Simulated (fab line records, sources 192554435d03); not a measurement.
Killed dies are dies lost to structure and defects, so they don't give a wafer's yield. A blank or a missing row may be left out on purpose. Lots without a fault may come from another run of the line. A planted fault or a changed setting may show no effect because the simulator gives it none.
Which tool did it? | flow n5_finfet | 24 lots, 72 wafers sampled, at 6 steps of a route of 1938

WHAT THE GAUGES READ, wafer by wafer
N5_BEOL_M0_SAQP_CD_MEAS_40: target cd 30 nm. Usual: cd_nm 30.04 nm, standard deviation 0.27.
lot  | measured     | on        | cd_nm (nm)        | flag
L074 | day 5 15:43  | cd_sem-01 | 30.59 30.45 29.97 |
L075 | day 5 20:26  | cd_sem-02 | 29.86 30.15 30.39 |
L076 | day 6 01:04  | cd_sem-01 | 30.26 29.96 29.91 |
L077 | day 6 07:05  | cd_sem-03 | 29.86 29.82 30.32 |
L078 | day 6 17:10  | cd_sem-03 | 30.76 29.88 29.87 |
L079 | day 6 21:31  | cd_sem-02 | 29.92 29.88 30.13 |
L080 | day 7 00:17  | cd_sem-03 | 30.08 29.82 29.33 |
L081 | day 7 10:16  | cd_sem-03 | 29.57 30.02 29.81 |
L082 | day 7 13:09  | cd_sem-02 | 30.38 29.73 29.81 |
L083 | day 7 16:50  | cd_sem-03 | 29.56 30.20 30.27 |
L084 | day 8 00:06  | cd_sem-01 | 29.99 30.15 30.10 |
L085 | day 8 10:13  | cd_sem-02 | 29.97 29.94 30.38 |
L086 | day 8 16:31  | cd_sem-03 | 29.96 30.01 29.53 |
L087 | day 8 19:58  | cd_sem-01 | 30.39 29.98 30.37 |
L088 | day 9 06:14  | cd_sem-03 | 29.89 29.71 29.61 |
L090 | day 9 08:26  | cd_sem-03 | 30.17 30.26 30.14 |
L091 | day 9 17:25  | cd_sem-03 | 29.69 29.82 29.70 |
L089 | day 9 22:43  | cd_sem-01 | 29.99 29.98 29.79 |
L092 | day 10 03:12 | cd_sem-03 | 30.21 30.14 30.01 |
L093 | day 10 10:53 | cd_sem-03 | 30.50 30.31 30.48 |
L094 | day 10 15:29 | cd_sem-01 | 29.20 30.06 30.25 |
L095 | day 10 18:49 | cd_sem-02 | 30.20 30.08 30.10 |
L096 | day 11 02:37 | cd_sem-01 | 29.77 29.36 29.99 |
L097 | day 11 10:24 | cd_sem-01 | 30.12 30.00 29.59 |

N5_BEOL_M1_THK_MEAS_01. Usual: M1_ILD_THK 79.4 nm, standard deviation 1.
lot  | measured     | on            | M1_ILD_THK (nm) | flag
L074 | day 5 22:47  | film_metro-01 | 78.6 79.3 79.7  |
L075 | day 6 03:59  | film_metro-02 | 78.5 79.8 79.6  |
L076 | day 6 07:47  | film_metro-02 | 79.4 79.4 80.6  |
L077 | day 6 19:07  | film_metro-01 | 77.8 79.5 79.8  |
L078 | day 7 00:31  | film_metro-02 | 79.3 78.9 79.4  |
L079 | day 7 05:34  | film_metro-02 | 80.4 79.2 80.4  |
L080 | day 7 08:11  | film_metro-02 | 77.1 78.8 79.7  |
L081 | day 7 17:09  | film_metro-02 | 79.0 81.1 80.2  |
L082 | day 7 19:58  | film_metro-02 | 78.7 80.4 80.4  |
L083 | day 7 22:25  | film_metro-02 | 79.1 78.3 77.8  |
L084 | day 8 06:34  | film_metro-01 | 78.3 78.9 78.6  |
L085 | day 8 15:27  | film_metro-01 | 78.1 79.4 79.7  |
L086 | day 8 23:37  | film_metro-02 | 79.6 78.7 79.2  |
L087 | day 9 02:43  | film_metro-02 | 78.8 77.8 80.4  |
L088 | day 9 18:41  | film_metro-01 | 79.4 80.0 81.2  |
L090 | day 9 15:03  | film_metro-02 | 79.1 80.0 81.0  |
L091 | day 9 23:19  | film_metro-02 | 79.0 79.8 79.8  |
L089 | day 10 07:02 | film_metro-01 | 78.7 80.3 79.6  |
L092 | day 10 09:54 | film_metro-01 | 79.5 79.9 81.3  |
L093 | day 10 18:12 | film_metro-01 | 80.0 81.2 81.2  |
L094 | day 10 22:10 | film_metro-01 | 78.4 79.1 78.8  |
L095 | day 11 04:25 | film_metro-02 | 80.0 79.4 81.1  |
L096 | day 11 10:13 | film_metro-02 | 78.8 78.0 79.8  |
L097 | day 11 21:36 | film_metro-01 | 79.3 79.6 80.1  |

N5_BEOL_M1_OVL_MEAS_29. Usual: V0_OVL 0.3 nm, standard deviation 0.58.
lot  | measured     | on         | V0_OVL (nm)    | flag
L074 | day 6 02:06  | overlay-01 | 0.6 0.1 0.7    |
L075 | day 6 06:05  | overlay-02 | -0.1 0.5 0.6   |
L076 | day 6 11:29  | overlay-01 | 0.0 0.4 0.0    |
L077 | day 6 22:31  | overlay-01 | -0.4 0.8 0.2   |
L078 | day 7 02:11  | overlay-01 | -0.3 -0.2 -1.2 |
L079 | day 7 08:36  | overlay-02 | -0.1 0.3 -0.2  |
L080 | day 7 10:30  | overlay-02 | -0.2 0.2 -0.5  |
L081 | day 7 20:17  | overlay-01 | -0.4 0.0 -0.3  |
L082 | day 7 21:41  | overlay-01 | 0.6 0.4 0.3    |
L083 | day 8 01:51  | overlay-01 | 0.2 -0.5 -0.1  |
L084 | day 8 09:13  | overlay-01 | 0.3 1.0 1.0    |
L085 | day 8 17:11  | overlay-01 | 0.3 0.4 0.0    |
L086 | day 9 02:29  | overlay-01 | 0.6 0.2 0.7    |
L087 | day 9 04:58  | overlay-01 | -0.3 -0.1 -0.1 |
L088 | day 9 21:16  | overlay-01 | 0.8 1.2 1.3    |
L090 | day 9 18:16  | overlay-01 | -0.3 -0.7 0.3  |
L091 | day 10 00:59 | overlay-01 | 0.5 0.1 0.2    |
L089 | day 10 09:57 | overlay-01 | -0.2 -0.4 -0.8 |
L092 | day 10 11:25 | overlay-01 | 1.5 0.9 1.2    |
L093 | day 10 20:52 | overlay-02 | 0.4 1.0 0.5    |
L094 | day 10 23:43 | overlay-01 | 0.2 1.1 -0.3   |
L095 | day 11 06:19 | overlay-02 | 0.9 -0.5 1.1   |
L096 | day 11 12:34 | overlay-01 | 1.1 1.2 0.1    |
L097 | day 12 00:32 | overlay-02 | 0.0 0.4 0.5    |

WHICH TOOL RAN EACH LOT (tool, then ch and the chambers of the sampled wafers, then the start)
lot  | N5_BEOL_M0_SAQP_ETCH_88            | N5_BEOL_M0_CUTY_ETCH_62            | N5_BEOL_M0_ANNEAL_117
L074 | rie_diel-03 ch 0,2,3, day 5 15:53  | rie_diel-04 ch 1,2, day 5 18:08    | pvd_sputter-02, day 5 21:17
L075 | rie_diel-03 ch 0,1, day 5 20:35    | rie_diel-02 ch 0,1,3, day 5 22:40  | pvd_sputter-03, day 6 02:16
L076 | rie_diel-01 ch 1,2, day 6 01:14    | rie_diel-04 ch 0,1,3, day 6 02:55  | pvd_sputter-01, day 6 06:17
L077 | rie_diel-03 ch 1,2,3, day 6 07:16  | rie_diel-04 ch 0,1,2, day 6 08:32  | pvd_sputter-01, day 6 16:20
L078 | rie_diel-01 ch 0,1, day 6 17:20    | rie_diel-02 ch 0,1,2, day 6 18:43  | pvd_sputter-01, day 6 22:58
L079 | rie_diel-01 ch 0,2, day 6 21:50    | rie_diel-04 ch 0,1,2, day 6 23:40  | pvd_sputter-03, day 7 04:04
L080 | rie_diel-01 ch 0,2, day 7 00:27    | rie_diel-04 ch 0,2, day 7 01:50    | pvd_sputter-03, day 7 06:38
L081 | rie_diel-05 ch 0,2, day 7 10:26    | rie_diel-04 ch 0,2,3, day 7 12:06  | pvd_sputter-02, day 7 15:40
L082 | rie_diel-05 ch 0,2,3, day 7 13:19  | rie_diel-06 ch 0,2, day 7 14:44    | pvd_sputter-01, day 7 18:29
L083 | rie_diel-05 ch 1,2,3, day 7 16:59  | rie_diel-02 ch 0,2,3, day 7 18:35  | pvd_sputter-02, day 7 20:55
L084 | rie_diel-03 ch 1,2, day 8 00:19    | rie_diel-02 ch 2,3, day 8 01:44    | pvd_sputter-03, day 8 05:07
L085 | rie_diel-01 ch 0,1,3, day 8 10:22  | rie_diel-02 ch 2,3, day 8 11:56    | pvd_sputter-02, day 8 13:55
L086 | rie_diel-05 ch 1,2,3, day 8 16:41  | rie_diel-02 ch 1,2,3, day 8 18:50  | pvd_sputter-03, day 8 21:53
L087 | rie_diel-01 ch 0,2,3, day 8 20:08  | rie_diel-04 ch 0,3, day 8 21:48    | pvd_sputter-01, day 9 01:11
L088 | rie_diel-03 ch 1,2,3, day 9 06:23  | rie_diel-04 ch 1,2,3, day 9 07:49  | pvd_sputter-03, day 9 16:16
L090 | rie_diel-01 ch 0,2, day 9 08:36    | rie_diel-06 ch 1,3, day 9 09:55    | pvd_sputter-02, day 9 13:11
L091 | rie_diel-03 ch 0,2,3, day 9 17:43  | rie_diel-04 ch 1,2,3, day 9 19:32  | pvd_sputter-02, day 9 21:52
L089 | rie_diel-05 ch 1,2, day 9 23:01    | rie_diel-02 ch 1,3, day 10 00:17   | pvd_sputter-01, day 10 05:19
L092 | rie_diel-01 ch 0,1,2, day 10 03:22 | rie_diel-02 ch 0,1,3, day 10 04:37 | pvd_sputter-03, day 10 07:57
L093 | rie_diel-05 ch 1,2,3, day 10 11:02 | rie_diel-04 ch 0,3, day 10 13:04   | pvd_sputter-03, day 10 16:43
L094 | rie_diel-03 ch 0,1,2, day 10 15:38 | rie_diel-04 ch 0,1,2, day 10 17:12 | pvd_sputter-01, day 10 20:38
L095 | rie_diel-03 ch 1,2,3, day 10 18:58 | rie_diel-04 ch 0,1,2, day 10 21:26 | pvd_sputter-01, day 11 02:05
L096 | rie_diel-05 ch 0,2,3, day 11 02:53 | rie_diel-06 ch 0,2,3, day 11 04:17 | pvd_sputter-03, day 11 08:46
L097 | rie_diel-03 ch 1,2, day 11 10:34   | rie_diel-06 ch 0,2,3, day 11 12:55 | pvd_sputter-03, day 11 20:08
- N5_BEOL_M0_SAQP_ETCH_88: etches underlayer in N2/H2, target depth 6.5 nm, time 5.2 s.
- N5_BEOL_M0_CUTY_ETCH_62: etches SiARC in CF4, time 58.5 s.
- N5_BEOL_M0_ANNEAL_117: time 60 s.

WHAT THE TOOLS THEMSELVES READ (means of the sampled wafers that have a number; where no wafer has one, the mark that the record gives instead)
N5_BEOL_M0_SAQP_ETCH_88. Usual: drypump_motor_current_A 5.6 A, standard deviation 0.54; etch_rf_on_time_s 5.19 s, standard deviation 0.11; oes_product_au 0.67 a.u., standard deviation 0.064; rf_vpp_V 523.9 V, standard deviation 2.8; showerhead_plenum_p_Torr 2.55 Torr, standard deviation 0.094; throttle_valve_pct 17.83 %, standard deviation 0.27.
lot  | tool        | drypump_motor_current_A (A) | etch_rf_on_time_s (s) | oes_product_au (a.u.) | rf_vpp_V (V) | showerhead_plenum_p_Torr (Torr) | throttle_valve_pct (%) | flag
L074 | rie_diel-03 | 5.5                         | 5.25                  | 0.64                  | 525.1        | 2.54                            | 17.83                  |
L075 | rie_diel-03 | 6.0                         | 5.32                  | 0.68                  | 523.5        | 2.54                            | 17.98                  |
L076 | rie_diel-01 | 5.3                         | 5.16                  | 0.66                  | 523.4        | 2.54                            | 18.17                  |
L077 | rie_diel-03 | 5.5                         | 5.27                  | 0.68                  | 522.9        | 2.52                            | 17.78                  |
L078 | rie_diel-01 | 5.2                         | 5.07                  | 0.77                  | 525.1        | 2.60                            | 17.92                  |
L079 | rie_diel-01 | 4.9                         | 5.15                  | 0.70                  | 524.6        | 2.57                            | 18.16                  |
L080 | rie_diel-01 | 5.0                         | 5.22                  | 0.65                  | 524.7        | 2.54                            | 18.27                  |
L081 | rie_diel-05 | 6.0                         | 5.01                  | 0.69                  | 522.4        | 2.46                            | 17.66                  |
L082 | rie_diel-05 | 6.0                         | 5.09                  | 0.66                  | 524.8        | 2.55                            | 17.57                  |
L083 | rie_diel-05 | 6.2                         | 5.17                  | 0.68                  | 525.8        | 2.66                            | 17.51                  |
L084 | rie_diel-03 | 5.4                         | 5.24                  | 0.69                  | 521.7        | 2.45                            | 17.69                  |
L085 | rie_diel-01 | 5.3                         | 5.16                  | 0.70                  | 522.7        | 2.54                            | 17.91                  |
L086 | rie_diel-05 | 6.2                         | 5.13                  | 0.68                  | 528.6        | 2.66                            | 17.52                  |
L087 | rie_diel-01 | 5.1                         | 5.23                  | 0.64                  | 522.6        | 2.51                            | 18.14                  |
L088 | rie_diel-03 | 5.5                         | 5.22                  | 0.67                  | 523.0        | 2.51                            | 17.81                  |
L090 | rie_diel-01 | 4.9                         | 5.21                  | 0.70                  | 524.0        | 2.56                            | 18.18                  |
L091 | rie_diel-03 | 5.5                         | 5.28                  | 0.61                  | 524.2        | 2.52                            | 17.89                  |
L089 | rie_diel-05 | 6.6                         | 5.12                  | 0.69                  | 527.4        | 2.68                            | 17.54                  |
L092 | rie_diel-01 | 5.2                         | 5.17                  | 0.68                  | 523.8        | 2.56                            | 18.10                  |
L093 | rie_diel-05 | 6.2                         | 5.20                  | 0.66                  | 527.3        | 2.65                            | 17.54                  |
L094 | rie_diel-03 | 5.7                         | 5.32                  | 0.66                  | 521.5        | 2.48                            | 17.87                  |
L095 | rie_diel-03 | 5.5                         | 5.25                  | 0.66                  | 522.4        | 2.51                            | 17.83                  |
L096 | rie_diel-05 | 6.1                         | 5.12                  | 0.64                  | 522.3        | 2.54                            | 17.61                  |
L097 | rie_diel-03 | 5.4                         | 5.21                  | 0.67                  | 521.0        | 2.44                            | 17.72                  |

N5_BEOL_M0_CUTY_ETCH_62. Usual: drypump_motor_current_A 5.7 A, standard deviation 0.42; etch_rf_on_time_s 58.1 s, standard deviation 1.4; oes_product_au 0.68 a.u., standard deviation 0.074; rf_vpp_V 184.0 V, standard deviation 1.1; showerhead_plenum_p_Torr 2.14 Torr, standard deviation 0.064; throttle_valve_pct 15.71 %, standard deviation 0.21.
lot  | tool        | drypump_motor_current_A (A) | etch_rf_on_time_s (s) | oes_product_au (a.u.) | rf_vpp_V (V) | showerhead_plenum_p_Torr (Torr) | throttle_valve_pct (%) | flag
L074 | rie_diel-04 | 6.1                         | 58.2                  | 0.68                  | 183.5        | 2.09                            | 15.54                  |
L075 | rie_diel-02 | 5.5                         | 57.2                  | 0.72                  | 185.2        | 2.22                            | 15.67                  |
L076 | rie_diel-04 | 5.7                         | 57.5                  | 0.70                  | 183.2        | 2.14                            | 15.69                  |
L077 | rie_diel-04 | 6.0                         | 58.4                  | 0.70                  | 182.9        | 2.10                            | 15.56                  |
L078 | rie_diel-02 | 5.3                         | 58.4                  | 0.67                  | 184.5        | 2.19                            | 15.81                  |
L079 | rie_diel-04 | 6.0                         | 58.0                  | 0.69                  | 183.9        | 2.10                            | 15.57                  |
L080 | rie_diel-04 | 6.2                         | 59.0                  | 0.66                  | 183.2        | 2.07                            | 15.61                  |
L081 | rie_diel-04 | 6.1                         | 58.8                  | 0.64                  | 183.4        | 2.09                            | 15.72                  |
L082 | rie_diel-06 | 5.7                         | 56.6                  | 0.59                  | 184.1        | 2.13                            | 15.80                  |
L083 | rie_diel-02 | 5.3                         | 58.3                  | 0.71                  | 184.9        | 2.19                            | 15.65                  |
L084 | rie_diel-02 | 5.5                         | 57.8                  | 0.69                  | 184.2        | 2.21                            | 15.55                  |
L085 | rie_diel-02 | 5.3                         | 57.8                  | 0.65                  | 184.3        | 2.17                            | 15.67                  |
L086 | rie_diel-02 | 5.4                         | 58.1                  | 0.65                  | 184.7        | 2.20                            | 15.73                  |
L087 | rie_diel-04 | 5.9                         | 59.3                  | 0.64                  | 183.8        | 2.10                            | 15.75                  |
L088 | rie_diel-04 | 5.8                         | 58.5                  | 0.66                  | 183.2        | 2.11                            | 15.73                  |
L090 | rie_diel-06 | 6.0                         | 60.4                  | 0.58                  | 184.6        | 2.13                            | 16.18                  |
L091 | rie_diel-04 | 5.8                         | 57.9                  | 0.66                  | 183.2        | 2.11                            | 15.74                  |
L089 | rie_diel-02 | 5.6                         | 57.0                  | 0.68                  | 185.8        | 2.23                            | 15.63                  |
L092 | rie_diel-02 | 5.5                         | 58.7                  | 0.67                  | 185.9        | 2.21                            | 15.76                  |
L093 | rie_diel-04 | 5.8                         | 58.9                  | 0.62                  | 183.6        | 2.12                            | 15.90                  |
L094 | rie_diel-04 | 6.0                         | 58.3                  | 0.66                  | 183.8        | 2.09                            | 15.64                  |
L095 | rie_diel-04 | 6.0                         | 57.8                  | 0.66                  | 183.1        | 2.09                            | 15.64                  |
L096 | rie_diel-06 | 5.7                         | 57.6                  | 0.75                  | 184.1        | 2.10                            | 15.65                  |
L097 | rie_diel-06 | 5.8                         | 57.3                  | 0.75                  | 183.2        | 2.10                            | 15.65                  |

N5_BEOL_M0_ANNEAL_117. Usual: heater_power_w 832 W, standard deviation 61.
lot  | tool           | heater_power_w (W) | flag
L074 | pvd_sputter-02 | 801                |
L075 | pvd_sputter-03 | 878                |
L076 | pvd_sputter-01 | 755                |
L077 | pvd_sputter-01 | 841                |
L078 | pvd_sputter-01 | 781                |
L079 | pvd_sputter-03 | 890                |
L080 | pvd_sputter-03 | 841                |
L081 | pvd_sputter-02 | 826                |
L082 | pvd_sputter-01 | 845                |
L083 | pvd_sputter-02 | 788                |
L084 | pvd_sputter-03 | 881                |
L085 | pvd_sputter-02 | 769                |
L086 | pvd_sputter-03 | 849                |
L087 | pvd_sputter-01 | 855                |
L088 | pvd_sputter-03 | 864                |
L090 | pvd_sputter-02 | 775                |
L091 | pvd_sputter-02 | 807                |
L089 | pvd_sputter-01 | 849                |
L092 | pvd_sputter-03 | 882                |
L093 | pvd_sputter-03 | 875                |
L094 | pvd_sputter-01 | 819                |
L095 | pvd_sputter-01 | 796                |
L096 | pvd_sputter-03 | 843                |
L097 | pvd_sputter-03 | 879                |

THE ANSWER, worked out from the rows above alone
Rule: a lot is off if the mean of its wafers that have a number lies more than 3 standard deviations from the usual mean. A lot without any number at a reading at which 4 lots or more have one is off too. The other lots that the step has rows for count as sound. The gauges are gone through in route order, then the tools' own readings, and for those a lot's mean is taken as printed above. The first step at which some lot is off is used, and at that step the reading that is off furthest; a lot without a number counts as furthest.
No lot is off at any reading shown: from this, nothing can be told.

WHAT THE SIMULATOR HAD PUT IN
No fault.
